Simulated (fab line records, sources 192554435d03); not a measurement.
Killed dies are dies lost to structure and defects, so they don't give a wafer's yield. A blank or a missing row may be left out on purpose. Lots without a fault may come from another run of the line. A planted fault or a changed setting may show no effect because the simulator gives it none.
Chamber matching | flow n5_finfet | N5_HKMG_FIN_ALD_75 on ald_hk-03: 4 sister chambers
The step deposits Al2O3, target thk 1 nm, co reactant pulse time 1 s. 8 wafers are shown with their chamber, then 9 later ones without.

WAFERS WITH THEIR CHAMBER
wafer  | chamber | heater_power_w (W) | precursor_pulse_height_rel
L078.5 | 0       | 176                | 1.033
L080.6 | 3       | 149                | 1.017
L082.2 | 3       | 151                | 0.995
L082.3 | 1       | 135                | 0.985
L082.4 | 2       | 151                | 1.001
L085.4 | 2       | 151                | 0.980
L085.5 | 1       | 133                | 1.044
L085.6 | 0       | 177                | 0.999

WAFERS WITHOUT THEIR CHAMBER
wafer  | heater_power_w (W) | precursor_pulse_height_rel
L086.1 | 143                | 1.004
L086.4 | 148                | 1.011
L086.5 | 150                | 0.963
L087.1 | 133                | 1.008
L087.3 | 179                | 1.017
L087.6 | 135                | 0.978
L096.3 | 180                | 1.007
L096.4 | 149                | 0.990
L096.6 | 148                | 0.989

WHICH CHAMBER EACH WENT THROUGH
wafer  | from the rows above          | in truth
L086.1 | can't be placed: 3 or 2 or 1 | 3
L086.4 | can't be placed: 3 or 2      | 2
L086.5 | can't be placed: 2 or 3      | 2
L087.1 | 1                            | 1
L087.3 | 0                            | 0
L087.6 | 1                            | 1
L096.3 | 0                            | 0
L096.4 | can't be placed: 3 or 2      | 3
L096.6 | can't be placed: 3 or 2      | 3
Placed correctly: 4 of 9. Can't be placed from these rows: 5 (the true chamber is among the candidates in 5). Placed wrongly: 0.
How it was worked out, from the rows above alone: a wafer's distance from a chamber is the root of the sum, over the readings, of the square of ((its reading less the chamber's mean) divided by the reading's scatter). The wafer belongs to the nearest chamber; if the next one is less than 2 further off, it can't be placed. A chamber's mean is the mean of its shown wafers. The scatter: the root of (the sum of the squares of (reading less its chamber's mean) over the shown wafers, divided by (wafers less chambers)).
